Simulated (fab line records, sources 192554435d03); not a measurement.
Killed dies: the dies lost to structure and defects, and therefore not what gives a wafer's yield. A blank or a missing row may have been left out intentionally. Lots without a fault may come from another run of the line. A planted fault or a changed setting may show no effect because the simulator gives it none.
Chamber matching :: flow n5 finfet :: 3 sister chambers for N5_BEOL_M4_ILD_DEP_00 on pecvd-02
The step deposits SiOC from DEMS/O2, target thk 79 nm, time 15.3 s. 27 wafers are shown with their chamber, then 12 later ones without.

== EACH WAFER AND ITS CHAMBER ==
wafer: L074.2
chamber: 2
throttle valve pct (%): 11.9
heater power w (W): 298
showerhead plenum p Torr (Torr): 5.664

wafer: L074.3
chamber: 0
throttle valve pct (%): 11.4
heater power w (W): 382
showerhead plenum p Torr (Torr): 5.714

wafer: L074.4
chamber: 0
throttle valve pct (%): 11.2
heater power w (W): 363
showerhead plenum p Torr (Torr): 5.713

wafer: L076.2
chamber: 2
throttle valve pct (%): 11.8
heater power w (W): 320
showerhead plenum p Torr (Torr): 5.678

wafer: L076.3
chamber: 0
throttle valve pct (%): 11.4
heater power w (W): 433
showerhead plenum p Torr (Torr): 5.710

wafer: L076.5
chamber: 2
throttle valve pct (%): 12.0
heater power w (W): 313
showerhead plenum p Torr (Torr): 5.672

wafer: L075.4
chamber: 2
throttle valve pct (%): 12.1
heater power w (W): 354
showerhead plenum p Torr (Torr): 5.676

wafer: L075.5
chamber: 1
throttle valve pct (%): 12.4
heater power w (W): 470
showerhead plenum p Torr (Torr): 5.685

wafer: L075.6
chamber: 0
throttle valve pct (%): 11.5
heater power w (W): 410
showerhead plenum p Torr (Torr): 5.712

wafer: L077.4
chamber: 2
throttle valve pct (%): 11.8
heater power w (W): 330
showerhead plenum p Torr (Torr): 5.658

wafer: L077.5
chamber: 0
throttle valve pct (%): 11.6
heater power w (W): 445
showerhead plenum p Torr (Torr): 5.723

wafer: L077.6
chamber: 1
throttle valve pct (%): 12.6
heater power w (W): 421
showerhead plenum p Torr (Torr): 5.697

wafer: L079.2
chamber: 1
throttle valve pct (%): 12.5
heater power w (W): 432
showerhead plenum p Torr (Torr): 5.696

wafer: L079.5
chamber: 1
throttle valve pct (%): 12.6
heater power w (W): 431
showerhead plenum p Torr (Torr): 5.682

wafer: L079.6
chamber: 0
throttle valve pct (%): 11.4
heater power w (W): 418
showerhead plenum p Torr (Torr): 5.716

wafer: L083.2
chamber: 1
throttle valve pct (%): 12.4
heater power w (W): 489
showerhead plenum p Torr (Torr): 5.682

wafer: L083.3
chamber: 1
throttle valve pct (%): 12.4
heater power w (W): 468
showerhead plenum p Torr (Torr): 5.688

wafer: L083.6
chamber: 0
throttle valve pct (%): 11.4
heater power w (W): 381
showerhead plenum p Torr (Torr): 5.699

wafer: L081.3
chamber: 1
throttle valve pct (%): 12.4
heater power w (W): 499
showerhead plenum p Torr (Torr): 5.681

wafer: L081.5
chamber: 1
throttle valve pct (%): 12.5
heater power w (W): 471
showerhead plenum p Torr (Torr): 5.694

wafer: L081.6
chamber: 0
throttle valve pct (%): 11.5
heater power w (W): 377
showerhead plenum p Torr (Torr): 5.714

wafer: L084.2
chamber: 1
throttle valve pct (%): 12.4
heater power w (W): 478
showerhead plenum p Torr (Torr): 5.699

wafer: L084.3
chamber: 1
throttle valve pct (%): 12.4
heater power w (W): 496
showerhead plenum p Torr (Torr): 5.697

wafer: L084.4
chamber: 0
throttle valve pct (%): 11.3
heater power w (W): 451
showerhead plenum p Torr (Torr): 5.693

wafer: L085.1
chamber: 1
throttle valve pct (%): 12.5
heater power w (W): 451
showerhead plenum p Torr (Torr): 5.695

wafer: L085.2
chamber: 0
throttle valve pct (%): 11.6
heater power w (W): 412
showerhead plenum p Torr (Torr): 5.698

wafer: L085.3
chamber: 1
throttle valve pct (%): 12.6
heater power w (W): 447
showerhead plenum p Torr (Torr): 5.697

SIGNATURES (means of the wafers above)
reading: throttle valve pct
chamber 0: 11.430
chamber 1: 12.475
chamber 2: 11.920
scatter within a chamber: 0.11

reading: heater power w
chamber 0: 407.20
chamber 1: 462.75
chamber 2: 323.00
scatter within a chamber: 27.1

reading: showerhead plenum p Torr
chamber 0: 5.70920
chamber 1: 5.69108
chamber 2: 5.66960
scatter within a chamber: 0.00819
Rule: a wafer lies at a distance from a chamber equal to the root of the sum of squares, over the readings, of (its reading less the chamber's mean, divided by the reading's scatter). If the next closest chamber is less than 2 further off than the closest, the wafer can't be placed; otherwise it belongs to the closest. The scatter: take each reading less its chamber's mean, square it, sum over the shown wafers, divide by the number of wafers less the number of chambers, and take the root.

== WAFERS WHOSE CHAMBER IS MISSING ==
wafer: L087.2
throttle valve pct (%): 12.6
heater power w (W): 404
showerhead plenum p Torr (Torr): 5.698

wafer: L087.4
throttle valve pct (%): 11.7
heater power w (W): 357
showerhead plenum p Torr (Torr): 5.700

wafer: L087.5
throttle valve pct (%): 12.4
heater power w (W): 431
showerhead plenum p Torr (Torr): 5.686

wafer: L090.2
throttle valve pct (%): 12.4
heater power w (W): 408
showerhead plenum p Torr (Torr): 5.671

wafer: L090.3
throttle valve pct (%): 11.6
heater power w (W): 348
showerhead plenum p Torr (Torr): 5.654

wafer: L090.4
throttle valve pct (%): 11.7
heater power w (W): 352
showerhead plenum p Torr (Torr): 5.652

wafer: L092.2
throttle valve pct (%): 11.5
heater power w (W): 436
showerhead plenum p Torr (Torr): 5.691

wafer: L092.5
throttle valve pct (%): 11.5
heater power w (W): 441
showerhead plenum p Torr (Torr): 5.706

wafer: L092.6
throttle valve pct (%): 11.5
heater power w (W): 371
showerhead plenum p Torr (Torr): 5.660

wafer: L095.2
throttle valve pct (%): 11.5
heater power w (W): 361
showerhead plenum p Torr (Torr): 5.660

wafer: L095.3
throttle valve pct (%): 12.5
heater power w (W): 445
showerhead plenum p Torr (Torr): 5.698

wafer: L095.6
throttle valve pct (%): 11.6
heater power w (W): 362
showerhead plenum p Torr (Torr): 5.661

== EACH ONE'S CHAMBER ==
wafer: L087.2
from the rows above: 1
in truth: 1

wafer: L087.4
from the rows above: can't be placed: 0 or 2
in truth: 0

wafer: L087.5
from the rows above: 1
in truth: 1

wafer: L090.2
from the rows above: 1
in truth: 1

wafer: L090.3
from the rows above: 2
in truth: 2

wafer: L090.4
from the rows above: 2
in truth: 2

wafer: L092.2
from the rows above: 0
in truth: 0

wafer: L092.5
from the rows above: 0
in truth: 0

wafer: L092.6
from the rows above: can't be placed: 2 or 0
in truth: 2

wafer: L095.2
from the rows above: 2
in truth: 2

wafer: L095.3
from the rows above: 1
in truth: 1

wafer: L095.6
from the rows above: 2
in truth: 2
10 of 12 placed correctly. Unplaceable from these rows: 2, with the true chamber sitting among the candidates in 2. Placed wrongly: 0.
